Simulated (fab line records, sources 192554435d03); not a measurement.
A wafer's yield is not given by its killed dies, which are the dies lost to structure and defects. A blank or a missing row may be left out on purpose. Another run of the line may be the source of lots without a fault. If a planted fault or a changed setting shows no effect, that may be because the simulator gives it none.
Struck lot and sound lot, side by side	flow n5 finfet	20 out of 1938 route steps
Sound: these wafers, L320.2, L320.4, L320.6. Struck: wafers L333.2, L333.3 (left out: L333.5, a lot-mate that was not struck); the cause follows at the end.
Each step with rows lists, per side, the tool, then ch with its chambers, then its first start. Under that, the readings that differ: sound wafers	struck wafers	difference of the means	sigmas: that difference in standard deviations of wafers without a fault.
alike: a reading whose means differ by less than 2 such deviations, as well as words and numbers matching on both sides. not compared: withheld readings; readings where some wafer has no value; bounds like >300 that might hide an equal value; numbers whose values overlap and for which the record gives no deviation.
Wherever a step has rows on one side only, a row that says differs or no value, or a row with sigmas, the two part there. Non-overlapping numbers with no deviation appear without sigmas and do not part them. A reading that every wafer of one side lacks parts them only if that side has two wafers or more.

first, 8 steps without rows for these wafers: N5_BEOL_M13_COAT_58 (time 60 s, resist thk 89 nm); N5_BEOL_M13_COAT_04 (resist thk 400 nm); N5_BEOL_M13_EBR_06; N5_BEOL_M13_SOFTBAKE_05 (time 60 s); N5_BEOL_M13_EXPOSE_07 (exposes mask V12); N5_BEOL_M13_PEB_08 (peb time 90 s); N5_BEOL_M13_DEVELOP_09 (develop time 45 s); N5_BEOL_M13_HARDBAKE_14 (time 120 s).
N5_BEOL_M13_CD_MEAS_10: the cd target is 190 nm.
  sound on cd sem-03 ch 0, day 11 22:44; struck on cd sem-03 ch 0, day 16 18:02
  alike: cd nm
N5_BEOL_M13_OVL_MEAS_11:
  sound on overlay-01 ch 0, day 11 22:46; struck on overlay-01 ch 0, day 16 18:03
  alike: V12_OVL
N5_BEOL_M13_INSPECT_12: inspects for defects (macro).
  sound on defect inspect-02, day 11 22:47; struck on defect inspect-02, day 16 18:05
  alike: raw defect count
N5_BEOL_M13_DESCUM_15: chemistry O2, time 7.9 s.
  sound on rie diel-06 ch 1,3, day 11 22:49; struck on rie diel-03 ch 0,2, day 16 18:07
reading	sound	struck	difference	sigmas
throttle valve pct (%)	20.66 20.89 20.88	20.41 20.31	-0.45	-2
  alike: drypump motor current A, oes product au, rf vpp V, showerhead plenum p Torr, temp c
  not compared: rf hours counter h
N5_BEOL_M13_ETCH_59: etches BARC in N2/H2, target depth 89 nm, overetch 26.7 nm, time 67.9 s.
  sound on rie diel-06 ch 1,3, day 11 22:52; struck on rie diel-03 ch 0,2, day 16 18:09
reading	sound	struck	difference	sigmas
throttle valve pct (%)	18.18 18.32 18.34	17.80 17.68	-0.54	-2
model.coat_of_BEOL_M13_COAT_04.thk nm (nm)	318.6 318 319.6	295.8 299.6	-21.0	
  alike: drypump motor current A, oes product au, rf vpp V, showerhead plenum p Torr
  not compared: rf hours counter h
N5_BEOL_M13_VIA_ETCH_16: etches SiOC in C4F8/O2/Ar, target depth 921.7 nm.
  sound on rie diel-06 ch 1,3, day 11 22:55; struck on rie diel-03 ch 0,2, day 16 18:12
reading	sound	struck	difference	sigmas
throttle valve pct (%)	24.53 24.58 24.58	24.12 24.11	-0.45	-2
model.coat_of_BEOL_M13_COAT_04.thk nm (nm)	78 75.8 72	51.6 53	-23.0	
  alike: drypump motor current A, oes product au, rf vpp V, showerhead plenum p Torr
N5_BEOL_M13_STRIP_63: strips in N2/H2.
  sound on plasma asher-01 ch 1, day 11 23:09; struck on plasma asher-02 ch 0,1, day 16 18:26
reading	sound	struck	difference	sigmas
oes product au (a.u.)	0.690 0.670 0.676	0.660 0.670	-0.014	-3
strip time to endpoint s (s)	30.0 29.3 28.3	22.1 22.6	-6.8	-7
  alike: drypump motor current A, heater power w, temp c
  not compared: rf hours counter h
N5_BEOL_M13_STRIP_64: strips in N2/H2.
  sound on plasma asher-01 ch 1, day 11 23:13; struck on plasma asher-02 ch 0,1, day 16 18:29
reading	sound	struck	difference	sigmas
temp c (C)	249.97 249.88 249.83	250.47 250.24	+0.46	+2
  alike: drypump motor current A, heater power w, oes product au, strip time to endpoint s
  not compared: rf hours counter h
then, 2 steps without rows for these wafers: N5_BEOL_M13_STRIP_71 (strips in post etch residue remover, time 60 s); N5_BEOL_M13_SRD_72 (time 30 s, dry time 30 s).
N5_BEOL_M13_CD_MEAS_17: the cd target is 190 nm.
  sound on cd sem-03, day 11 23:21; struck on cd sem-01, day 16 18:38
reading	sound	struck	difference	sigmas
cd nm (nm)	189.0 189.8 189.7	194.3 194.3	+4.8	+4
then, 1 step without rows for these wafers: N5_BEOL_M13_COAT_65 (time 60 s, resist thk 350 nm).

== WHERE THEY PART ==
Last at N5_BEOL_M13_CD_MEAS_17 as far as this record goes, first at N5_BEOL_M13_DESCUM_15.

WHY: what the simulator had put in
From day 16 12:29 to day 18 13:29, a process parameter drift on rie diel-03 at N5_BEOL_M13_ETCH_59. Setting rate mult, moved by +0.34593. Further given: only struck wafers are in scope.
